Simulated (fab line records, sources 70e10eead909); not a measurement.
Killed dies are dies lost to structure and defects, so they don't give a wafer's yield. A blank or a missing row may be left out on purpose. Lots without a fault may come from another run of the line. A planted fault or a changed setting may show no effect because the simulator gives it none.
Problem report in the 8D (eight disciplines) form, filled by code | flow nand_harc | the parts of the form that need people (team, actions taken, sign-off) are left out

1. THE PROBLEM
killed_at_array at NHARC_END_SORT_01 reads a mean of 174 on 6 wafers of 2 lots; wafers without a fault read 62 with a standard deviation of 22. That is +5.1 standard deviations from the usual mean.
First seen on wafer L349.1, day 27 04:31, on prober-02. The record holds 6 wafers of 2 lots with a number at this step. Rule for "out", or "out of limits": more than 4 standard deviations from the usual mean. The other wafers with a number count as sound.

2. WHAT IT IS AND WHAT IT IS NOT
question                    | is                           | is not
which readings at this step | killed_at_array, killed_dies | killed_at_periphery, killed_open, killed_short
which lots                  | L348, L349                   | -
which wafers of those lots  | all that have a number       | -
read on which gauges        | prober-01, prober-02         | -
when                        | from day 27 04:31            | up to then (0 sound wafers)

3. SUSPECTS, AND WHAT RULES EACH OUT
Counting: a tool at a process step up to the reading stays a suspect if it ran every lot that is out and no sound lot after the first of them.
- the gauge at NHARC_END_SORT_01: ruled out. The wafers that are out were read on 2 gauges (prober-01, prober-02).
- pvd_sputter-02 at NHARC_A_M1_PRE_CLEAN_30 (time 30 s): kept. It ran every lot that is out, first L349 (day 25 17:07), and no sound lot after that.
- rie_diel-08 at NHARC_A_BONDPAD_DESCUM_11 (chemistry O2, time 3 s): kept. It ran every lot that is out, first L349 (day 25 20:38), and no sound lot after that.
- rie_diel-02 at NHARC_THIN_TSV_DESCUM_14 (chemistry O2, time 3 s): kept. It ran every lot that is out, first L349 (day 26 11:59), and no sound lot after that.
Left after counting: pvd_sputter-02 at NHARC_A_M1_PRE_CLEAN_30, rie_diel-08 at NHARC_A_BONDPAD_DESCUM_11, rie_diel-02 at NHARC_THIN_TSV_DESCUM_14.

4. THE CAUSE (what the simulator had put in)
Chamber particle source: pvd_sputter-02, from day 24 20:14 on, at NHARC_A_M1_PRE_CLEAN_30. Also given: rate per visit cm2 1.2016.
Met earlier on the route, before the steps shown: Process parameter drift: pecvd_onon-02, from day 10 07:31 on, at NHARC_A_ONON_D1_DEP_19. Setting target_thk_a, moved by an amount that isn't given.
Counting left 3 suspects, and this tool is among them.

5. THE CHAIN OF EFFECTS, in route order
Each row: a reading whose mean over the struck wafers that have a number lies more than 3 standard deviations from the usual. Only readings for which the record gives a usual standard deviation are gone through. hours: the time from each lot's start at the first step in this table that gives one to its start at this step, as a median over the lots. sigmas: the change in usual standard deviations.
hours | step              | reading         | usual | on struck wafers | change | sigmas
0     | NHARC_END_SORT_01 | killed_at_array | 62    | 174              | +112   | +5.1
0     | NHARC_END_SORT_01 | killed_dies     | 67    | 178              | +112   | +4.8

6. WHAT WOULD HAVE CAUGHT IT SOONER
In this record the first reading out of limits at a measuring or inspecting step was taken at day 27 04:31, 56 hours after the fault began at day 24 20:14.
Of the tool readings at NHARC_A_M1_PRE_CLEAN_30 for which the record gives a usual standard deviation, none was out on any struck wafer, so an alarm limit of 4 standard deviations on them would not have fired.
All the lots that are out (2) had begun NHARC_A_M1_PRE_CLEAN_30 on pvd_sputter-02 by day 27 04:31. A hold on the tool at that time would have spared none of them.
